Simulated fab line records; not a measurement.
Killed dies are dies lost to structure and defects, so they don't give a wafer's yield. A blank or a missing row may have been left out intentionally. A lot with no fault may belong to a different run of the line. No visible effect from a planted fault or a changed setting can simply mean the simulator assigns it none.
fab line records + flow nandHarc
[record]
- lots = 12
- wafers = 34
- lastDay = 33
route steps=1302 shown A_STAIRCASE@842 A_SGD_CUT@890 END@1302
lots untouched by any fault: they come from a run of this same line in which no faults occurred
startH: hours from the record's first day to the start of the lot's first wafer shown + waitH: hours elapsed since this lot's preceding step + " unchanged from the row above + L1.1+2: several wafers, shown together as one row + - value missing, or start not given + * or withheld: withheld + < > ~ a bound
route shown NAME@n: a module of which the file shows steps, and the number in the route of the first + usual: mean/standard deviation of fault-free wafers + same: alike in all rows + chamber/n: place in a boat + sites: each site's reading + _std_site: their standard deviation + _edge_site: inner sites' mean taken away from outer sites' mean + radiusMm: for every site, how far away it sits from the centre of the wafer + mask NAME#n: copy n + behind: the last tool/chamber to shape the wafer + hold: why the lot was held/for how many hours/how that ended + device: whichever transistor did not switch (one of n, p or np) + end of line: tests of these same wafers at the route's end + a step given without rows: its recipe and nothing more + killed: dies that structure and defects cost at the first sort, which is not the same as the wafer's yield + map: per-die view of a wafer (x killed, . not killed, _ where there is no die)
set.NAME: the setting as run; set.NAME@STEP: as run at that earlier step + model.NAME: the simulator's own value behind a step, which no gauge read
the route's steps for a sample of lots (tables are steps, rows are wafers)
services: the hour from which a tool's chamber was out of use, counted from the record's first day as startH (under 0 if before that day), plus the number of hours and why
[[steps]]
[step NHARC_A_STAIRCASE_ETCHBACK_416]
[recipe]
- targetDepthA = 360
- timeS = 7.2
- c4f8FlowSccm = withheld
- o2FlowSccm = 8
- arFlowSccm = withheld
- rfW = 600
- biasW = 800
- chemistry = C4F8/O2/Ar
[usual]
- oesProductAu = 0.935/0.025
- rfVppV = 723/4
| lot.wafer | tool       | chamber | startH | waitH | oesProductAu | rfHoursCounterH | rfVppV |
|-----------|------------|---------|--------|-------|--------------|-----------------|--------|
| L714.3    | rieDiel-03 | 3       | -      | -     | 0.927        | 30              | 715    |
| L714.1    | "          | 0       | "      | "     | 0.924        | 30              | 727    |
| L714.6    | "          | 0       | "      | "     | 0.940        | -               | 726    |
| L713.2    | rieDiel-12 | 3       | -      | -     | 0.916        | 39              | 718    |
| L713.3    | "          | 0       | "      | "     | 0.932        | 31              | 718    |
| L713.6    | "          | 3       | "      | "     | 0.916        | -               | 718    |
| L715.3    | rieDiel-12 | 2       | -      | -     | 0.918        | 47              | 725    |
| L715.6    | "          | 0       | "      | "     | 0.938        | -               | 720    |
| L715.5    | "          | 1       | "      | "     | 0.924        | -               | 724    |
| L717.2    | rieDiel-12 | 3       | -      | -     | 0.919        | 59              | 718    |
| L717.1    | "          | 1       | "      | "     | 0.915        | 49              | 724    |
| L717.5    | "          | 3       | "      | "     | 0.912        | -               | 715    |
| L718.3    | rieDiel-05 | 3       | -      | -     | 0.928        | 7               | 728    |
| L718.4    | "          | 0       | "      | "     | 0.933        | 9               | 724    |
| L718.1    | "          | 2       | "      | "     | 0.923        | 12              | 723    |
| L720.2    | rieDiel-03 | 3       | -      | -     | 0.946        | 51              | 715    |
| L720.1    | "          | 0       | "      | "     | 0.940        | 49              | 727    |
| L720.6    | "          | 0       | "      | "     | 0.944        | -               | 726    |
| L721.1    | rieDiel-12 | 0       | -      | -     | 0.997        | 5               | 720    |
| L721.4    | "          | 1       | "      | "     | 1.002        | 6               | 725    |
| L721.5    | "          | 0       | "      | "     | 1.004        | -               | 720    |
| L722.4    | rieDiel-03 | 3       | -      | -     | 0.943        | 7               | 731    |
| L722.5    | "          | 2       | "      | "     | 0.925        | -               | 724    |
| L722.6    | "          | 3       | "      | "     | 0.937        | -               | 732    |
| L723.2    | rieDiel-12 | 2       | -      | -     | 0.919        | 19              | 724    |
| L723.4    | "          | 3       | "      | "     | 0.931        | 21              | 716    |
| L723.5    | "          | 2       | "      | "     | 0.930        | -               | 723    |
| L726.1    | rieDiel-03 | 0       | -      | -     | 0.926        | 23              | 725    |
| L726.6    | "          | 3       | "      | "     | 0.932        | -               | 731    |
| L726.5    | "          | 0       | "      | "     | 0.935        | -               | 726    |
| L730.4    | rieDiel-03 | 3       | -      | -     | 0.936        | 29              | 731    |
| L730.2    | "          | 2       | "      | "     | 0.947        | 34              | 724    |
| L730.5    | "          | 0       | "      | "     | 0.925        | -               | 725    |
| L732.3    | rieDiel-05 | 3       | -      | -     | 0.908        | 52              | 726    |
[step NHARC_A_STAIRCASE_STRIP_476]
[recipe]
- timeS = 20
- o2FlowSccm = 500
- arFlowSccm = 0
- biasW = 0
- chemistry = O2
[usual]
- drypumpMotorCurrentA = 5.8/0.42
- oesProductAu = 1.002/0.0099
- rfVppV = 57.8/0.87
- showerheadPlenumPTorr = 3.51/0.14
- throttleValvePct = 17.036/0.009
| lot.wafer | tool       | chamber | startH | waitH | drypumpMotorCurrentA | oesProductAu | rfHoursCounterH | rfVppV | showerheadPlenumPTorr | throttleValvePct |
|-----------|------------|---------|--------|-------|----------------------|--------------|-----------------|--------|-----------------------|------------------|
| L714.1    | rieDiel-03 | 3       | 391.18 | 0.1   | 5.9                  | 1.000        | 30              | 57.2   | 3.28                  | 17.054           |
| L714.3    | "          | 0       | "      | "     | 6.5                  | 1.016        | 30              | 57.6   | 3.65                  | 17.017           |
| L714.6    | "          | 1       | "      | "     | 5.7                  | 1.009        | -               | 57.7   | 3.58                  | 17.032           |
| L713.3    | rieDiel-12 | 0       | 392.54 | 0.1   | 6.2                  | 1.013        | 31              | 57.5   | 3.41                  | 17.028           |
| L713.2    | "          | 2       | "      | "     | 5.6                  | 0.994        | 36              | 58.4   | 3.56                  | 17.029           |
| L713.6    | "          | 3       | "      | "     | 6.1                  | 0.982        | -               | 57.7   | 3.34                  | 17.044           |
| L715.3    | rieDiel-12 | 3       | 419.02 | 3.0   | 6.1                  | 0.994        | 53              | 58.0   | 3.33                  | 17.047           |
| L715.5    | "          | 3       | "      | "     | 6.1                  | 0.994        | -               | 56.7   | 3.33                  | 17.035           |
| L715.6    | "          | 0       | "      | "     | 6.2                  | 1.020        | -               | 56.7   | 3.40                  | 17.032           |
| L717.2    | rieDiel-12 | 1       | 433.97 | 0.1   | 6.2                  | 0.987        | 49              | 56.6   | 3.55                  | 17.030           |
| L717.1    | "          | 3       | "      | "     | 6.1                  | 0.988        | 59              | 57.8   | 3.33                  | 17.043           |
| L717.5    | "          | 2       | "      | "     | 5.6                  | 0.999        | -               | 58.8   | 3.55                  | 17.031           |
| L718.3    | rieDiel-05 | 2       | 449.89 | 0.1   | 5.4                  | 0.992        | 12              | 58.4   | 3.51                  | 17.024           |
| L718.1    | "          | 0       | "      | "     | 5.7                  | 1.007        | 9               | 55.7   | 3.49                  | 17.038           |
| L718.4    | "          | 1       | "      | "     | 6.1                  | 1.004        | 11              | 59.4   | 3.31                  | 17.049           |
| L720.1    | rieDiel-03 | 3       | 453.94 | 0.1   | 5.9                  | 0.997        | 51              | 57.3   | 3.27                  | 17.034           |
| L720.2    | "          | 1       | "      | "     | 5.7                  | 1.006        | 55              | 58.2   | 3.57                  | 17.026           |
| L720.6    | "          | 3       | "      | "     | 5.9                  | 1.006        | -               | 57.7   | 3.27                  | 17.023           |
| L721.1    | rieDiel-12 | 1       | 466.64 | 0.1   | 6.2                  | 0.996        | 6               | 56.9   | 3.55                  | 17.037           |
| L721.4    | "          | 2       | "      | "     | 5.6                  | 0.992        | 6               | 56.4   | 3.55                  | 17.043           |
| L721.5    | "          | 0       | "      | "     | 6.2                  | 0.999        | -               | 56.4   | 3.40                  | 17.022           |
| L722.4    | rieDiel-03 | 3       | 495.86 | 0.1   | 5.9                  | 0.995        | 7               | 58.6   | 3.80                  | 17.046           |
| L722.5    | "          | 2       | "      | "     | 5.0                  | 1.008        | -               | 58.1   | 3.52                  | 17.038           |
| L722.6    | "          | 3       | "      | "     | 5.9                  | 0.999        | -               | 59.0   | 3.80                  | 17.028           |
| L723.4    | rieDiel-12 | 3       | 505.84 | 0.1   | 6.1                  | 1.002        | 21              | 57.5   | 3.31                  | 17.041           |
| L723.2    | "          | 0       | "      | "     | 6.2                  | 1.018        | 19              | 56.7   | 3.39                  | 17.041           |
| L723.5    | "          | 2       | "      | "     | 5.6                  | 1.002        | -               | 57.4   | 3.54                  | 17.053           |
| L726.1    | rieDiel-03 | 3       | 538.46 | 0.1   | 5.9                  | 1.017        | 24              | 58.7   | 3.79                  | 17.033           |
| L726.6    | "          | 0       | "      | "     | 6.5                  | 1.011        | -               | 58.1   | 3.62                  | 17.020           |
| L726.5    | "          | 1       | "      | "     | 5.7                  | 1.000        | -               | 58.5   | 3.56                  | 17.034           |
| L730.2    | rieDiel-03 | 1       | 556.19 | 0.1   | 5.7                  | 0.991        | 25              | 58.3   | 3.56                  | 17.045           |
| L730.4    | "          | 0       | "      | "     | 6.5                  | 1.000        | 29              | 58.8   | 3.62                  | 17.034           |
| L730.5    | "          | 2       | "      | "     | 5.0                  | 1.022        | -               | 58.7   | 3.51                  | 17.048           |
| L732.3    | rieDiel-05 | 1       | 582.21 | 0.1   | 6.1                  | 0.984        | 55              | 56.1   | 3.29                  | 17.023           |
[step NHARC_A_STAIRCASE_DEP_417]
[recipe]
- targetThkA = 600
- stepCoveragePct = 20
- tempC = 400
- targetThkNm = 60
- flowSccm = 200
- rfW = 450
- material = Si3N4
[usual]
- heaterPowerW = 718/73
| lot.wafer | tool     | chamber | startH | waitH | heaterPowerW |
|-----------|----------|---------|--------|-------|--------------|
| L714.1    | pecvd-01 | 0       | 391.27 | -     | 587          |
| L714.3    | "        | 1       | "      | "     | 638          |
| L714.6    | "        | 1       | "      | "     | 631          |
| L713.2    | pecvd-01 | 1       | 392.64 | -     | 635          |
| L713.3    | "        | 0       | "      | "     | 655          |
| L713.6    | "        | 0       | "      | "     | 685          |
| L715.3    | pecvd-04 | 0       | 419.28 | -     | 810          |
| L715.6    | "        | 0       | "      | "     | 838          |
| L715.5    | "        | 1       | "      | "     | 713          |
| L717.2    | pecvd-02 | 2       | 434.06 | -     | 737          |
| L717.1    | "        | 0       | "      | "     | 714          |
| L717.5    | "        | 1       | "      | "     | 701          |
| L718.3    | pecvd-02 | 0       | 449.98 | -     | 826          |
| L718.1    | "        | 2       | "      | "     | 652          |
| L718.4    | "        | 0       | "      | "     | 804          |
| L720.1    | pecvd-01 | 1       | 454.09 | -     | 637          |
| L720.2    | "        | 2       | "      | "     | 781          |
| L720.6    | "        | 1       | "      | "     | 627          |
| L721.1    | pecvd-02 | 2       | 466.73 | -     | 640          |
| L721.4    | "        | 0       | "      | "     | 726          |
| L721.5    | "        | 0       | "      | "     | 742          |
| L722.5    | pecvd-04 | 0       | 496.08 | -     | 821          |
| L722.6    | "        | 1       | "      | "     | 678          |
| L722.4    | "        | 2       | "      | "     | 746          |
| L723.2    | pecvd-04 | 1       | 506.02 | -     | 635          |
| L723.4    | "        | 0       | "      | "     | 699          |
| L723.5    | "        | 1       | "      | "     | 641          |
| L726.1    | pecvd-04 | 1       | 538.59 | -     | 713          |
| L726.6    | "        | 0       | "      | "     | 718          |
| L726.5    | "        | 1       | "      | "     | 701          |
| L730.2    | pecvd-02 | 2       | 556.28 | -     | 690          |
| L730.4    | "        | 2       | "      | "     | 679          |
| L730.5    | "        | 0       | "      | "     | 829          |
| L732.3    | pecvd-04 | 2       | 582.34 | -     | 803          |
[step NHARC_A_STAIRCASE_CMP_152]
[usual]
- motorCurrentA = 12.3/1.3
- retainingRingPressureFrac = 1.001/0.0046
- slurryFilterDpKPa = 13.49/0.14
| lot.wafer | tool   | chamber | startH | waitH | motorCurrentA | retainingRingPressureFrac | slurryFilterDpKPa |
|-----------|--------|---------|--------|-------|---------------|---------------------------|-------------------|
| L714.3    | cmp-03 | 0       | 433.47 | 0.1   | 11.6          | 0.996                     | 13.45             |
| L714.1    | "      | 1       | "      | "     | 14.9          | 1.000                     | 13.37             |
| L714.6    | "      | 3       | "      | "     | 12.7          | 1.003                     | 13.57             |
| L713.3    | cmp-03 | 3       | 433.74 | 0.1   | 12.9          | 1.008                     | 13.32             |
| L713.2    | "      | 1       | "      | "     | 14.5          | 0.997                     | 13.75             |
| L713.6    | "      | 2       | "      | "     | 10.1          | 1.004                     | 13.42             |
| L715.3    | cmp-03 | 1       | 464.77 | 0.1   | 14.8          | 1.003                     | 13.28             |
| L715.5    | "      | 0       | "      | "     | 11.6          | 0.999                     | 13.55             |
| L715.6    | "      | 1       | "      | "     | 14.3          | 0.992                     | 13.41             |
| L717.2    | cmp-02 | 1       | 473.85 | 0.1   | 12.5          | 1.001                     | 13.54             |
| L717.1    | "      | 2       | "      | "     | 12.8          | 0.997                     | 13.58             |
| L717.5    | "      | 2       | "      | "     | 12.5          | 1.009                     | 13.61             |
| L720.1    | cmp-03 | 1       | 494.27 | 0.1   | 15.0          | 1.001                     | 13.40             |
| L720.2    | "      | 2       | "      | "     | 10.6          | 0.999                     | 13.74             |
| L720.6    | "      | 0       | "      | "     | 11.5          | 0.996                     | 13.34             |
| L718.1    | cmp-01 | 3       | 496.06 | 0.1   | 11.0          | 1.002                     | 13.51             |
| L718.3    | "      | 1       | "      | "     | 13.5          | 1.001                     | 13.24             |
| L718.4    | "      | 2       | "      | "     | 13.7          | 1.009                     | 13.50             |
| L721.1    | cmp-02 | 0       | 513.16 | 0.1   | 10.6          | 1.009                     | 13.58             |
| L721.4    | "      | 3       | "      | "     | 11.2          | 1.001                     | 13.34             |
| L721.5    | "      | 0       | "      | "     | 10.1          | 1.000                     | 13.55             |
| L722.4    | cmp-03 | 3       | 536.99 | 0.1   | 12.0          | 1.004                     | 13.34             |
| L722.6    | "      | 2       | "      | "     | 10.3          | 0.997                     | 13.10             |
| L722.5    | "      | 3       | "      | "     | 12.5          | 1.006                     | 13.39             |
| L723.4    | cmp-01 | 0       | 546.25 | 0.1   | 13.3          | 1.002                     | 13.32             |
| L723.2    | "      | 2       | "      | "     | 14.2          | 0.996                     | 13.39             |
| L723.5    | "      | 1       | "      | "     | 12.9          | 1.001                     | 13.17             |
| L726.1    | cmp-02 | 0       | 580.19 | 0.1   | 10.4          | 1.000                     | 13.44             |
| L726.5    | "      | 1       | "      | "     | 13.0          | 0.999                     | 13.64             |
| L726.6    | "      | 2       | "      | "     | 12.1          | 1.002                     | 13.54             |
| L730.2    | cmp-01 | 3       | 598.84 | 0.1   | 11.1          | 1.002                     | 13.44             |
| L730.4    | "      | 0       | "      | "     | 13.4          | 0.997                     | 13.72             |
| L730.5    | "      | 0       | "      | "     | 13.9          | 0.998                     | 13.69             |
| L732.3    | cmp-01 | 0       | 628.90 | 0.1   | 13.7          | 0.998                     | 13.41             |
[step NHARC_A_SGD_CUT_DEP_00]
[recipe]
- targetThkA = 500
- tempC = 400
- targetThkNm = 50
- flowSccm = 200
- rfW = 450
- material = SiNx
[usual]
- heaterPowerW = 709/75
| lot.wafer | tool     | chamber | startH | waitH | hold                    | heaterPowerW |
|-----------|----------|---------|--------|-------|-------------------------|--------------|
| L714.1    | pecvd-01 | 1       | 435.49 | 0.2   | -                       | 576          |
| L714.3    | "        | 0       | "      | "     | -                       | 672          |
| L714.6    | "        | 0       | "      | "     | -                       | 674          |
| L713.2    | pecvd-03 | 0       | 435.53 | 0.1   | -                       | 815          |
| L713.3    | "        | 2       | "      | "     | -                       | 705          |
| L713.6    | "        | 0       | "      | "     | -                       | 827          |
| L715.3    | pecvd-03 | 1       | 466.71 | 0.1   | -                       | 674          |
| L715.5    | "        | 0       | "      | "     | -                       | 790          |
| L715.6    | "        | 2       | "      | "     | -                       | 660          |
| L717.2    | pecvd-02 | 2       | 475.64 | 0.1   | -                       | 706          |
| L717.1    | "        | 0       | "      | "     | -                       | 777          |
| L717.5    | "        | 2       | "      | "     | -                       | 711          |
| L720.1    | pecvd-02 | 2       | 496.09 | 0.1   | -                       | 604          |
| L720.2    | "        | 1       | "      | "     | -                       | 709          |
| L720.6    | "        | 2       | "      | "     | -                       | 595          |
| L718.1    | pecvd-02 | 0       | 497.86 | 0.1   | -                       | 844          |
| L718.3    | "        | 1       | "      | "     | -                       | 704          |
| L718.4    | "        | 2       | "      | "     | -                       | 615          |
| L721.1    | pecvd-03 | 2       | 515.04 | 0.1   | -                       | 719          |
| L721.5    | "        | 1       | "      | "     | -                       | 726          |
| L721.4    | "        | 2       | "      | "     | -                       | 705          |
| L722.4    | pecvd-01 | 1       | 539.52 | 0.2   | -                       | 585          |
| L722.5    | "        | 2       | "      | "     | -                       | 704          |
| L722.6    | "        | 0       | "      | "     | -                       | 714          |
| L723.2    | pecvd-02 | 1       | 548.48 | 0.2   | -                       | 757          |
| L723.5    | "        | 2       | "      | "     | -                       | 708          |
| L723.4    | "        | 0       | "      | "     | -                       | 805          |
| L726.1    | pecvd-03 | 1       | 581.96 | 0.1   | -                       | 659          |
| L726.6    | "        | 0       | "      | "     | -                       | 863          |
| L726.5    | "        | 2       | "      | "     | -                       | 747          |
| L730.2    | pecvd-03 | 1       | 600.64 | 0.1   | -                       | 721          |
| L730.5    | "        | 1       | "      | "     | -                       | 707          |
| L730.4    | "        | 2       | "      | "     | -                       | 740          |
| L732.3    | pecvd-01 | 1       | 633.62 | 2.7   | awaitDispo/2.6h/release | 519          |
[step NHARC_END_SORT_01]
[recipe]
- tempC = 25
[usual]
- killedAtArray = 65/19
- killedAtOther = 0.9/1.1
- killedAtPeriphery = 3.5/2.3
- killedDies = 69/19
- killedOpen = 3.2/1.8
- killedShort = 2.4/1.5
[same]
- grossDies = 677
| lot.wafer | tool      | chamber | startH | waitH | killedAtArray | killedAtOther | killedAtPeriphery | killedDies | killedOpen | killedShort |
|-----------|-----------|---------|--------|-------|---------------|---------------|-------------------|------------|------------|-------------|
| L732.3    | prober-02 | 0       | 799.84 | 3.1   | 155           | 3             | 1                 | 159        | 5          | 3           |
// killed by level:class
L732.3 A_STAIRCASE:unspecified=80 A_CHANNEL_HOLE_D1:chamberFilmFlake=27 A_CHANNEL_HOLE_D2:chamberFilmFlake=27 A_CONTACT:chamberFilmFlake=7 A_SLIT:chamberFilmFlake=5 A_DECK1_JOINT:chamberFilmFlake=2 THIN_TSV:chamberFilmFlake=2 A_ONON_D1:geometricParticle:short=1
[[services]]
| tool       | chamber | startH | hours | kind   |
|------------|---------|--------|-------|--------|
| pecvd-03   | 0       | 372.44 | 7.3   | repair |
| rieDiel-12 | -       | 376.64 | 0.5   | repair |
| rieDiel-03 | 2       | 394.33 | 1.7   | repair |
| rieDiel-03 | 0       | 400.29 | 7.5   | repair |
| rieDiel-12 | 3       | 401.05 | 5.6   | repair |
| pecvd-02   | -       | 408.09 | 13.0  | pm     |
| pecvd-02   | -       | 439.73 | 0.7   | repair |
| rieDiel-12 | -       | 447.42 | 9.0   | pm     |
| rieDiel-03 | 2       | 453.37 | 4.3   | repair |
| cmp-03     | -       | 456.02 | 4.0   | pm     |
| rieDiel-12 | -       | 458.24 | 0.5   | repair |
| pecvd-02   | 1       | 462.07 | 10.2  | repair |
| pecvd-01   | 0       | 491.00 | 11.1  | repair |
| pecvd-01   | -       | 492.22 | 13.0  | pm     |
| cmp-03     | -       | 498.63 | 0.7   | repair |
| rieDiel-03 | 1       | 502.74 | 20.3  | repair |
| pecvd-01   | 1       | 521.48 | 6.5   | repair |
| rieDiel-12 | -       | 536.03 | 2.2   | repair |
| pecvd-03   | -       | 547.57 | 13.0  | pm     |
| cmp-03     | -       | 554.02 | 4.0   | pm     |
| rieDiel-12 | 2       | 569.33 | 2.6   | repair |
| pecvd-02   | -       | 589.21 | 13.0  | pm     |
| rieDiel-03 | 0       | 606.54 | 6.3   | repair |
| rieDiel-12 | -       | 624.49 | 9.0   | pm     |
[[key]]
[firstSign]
- step = NHARC_END_SORT_01
- reading = killedAtArray
- direction = up
- sigmas = 4.7
- usual = 65
- struck = 155
[effect]
- step = NHARC_END_SORT_01
- reading = killedDies
- direction = up
- sigmas = 4.7
- usual = 69
- struck = 159
[moreKillsBornAt]
- NHARC_A_STAIRCASE_DEP_417@pecvd-04 = 80
metAt NHARC_A_STAIRCASE_DEP_417
struckLots L732
struckWafers L732.3
testerLeftOut L732
notActingAt NHARC_A_STAIRCASE_ETCHBACK_416,NHARC_A_STAIRCASE_STRIP_476,NHARC_A_STAIRCASE_CMP_152
onsetBetween 496.08 582.34
alsoFits time
[fault]
- kind = chamberParticleSource
- tool = pecvd-04
- chamber = 2
- onsetH = 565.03
- steps = NHARC_A_STAIRCASE_DEP_417
- ratePerVisitCm2 = 0.65084
- endH = 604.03
// testerLeftOut: of these lots the tester's yield and bins aren't shown, on N5 and GAA mostly nor the transistor test; their killed dies are dies lost to structure and defects alone, not to doping, threshold or leakage, so they don't give the yield
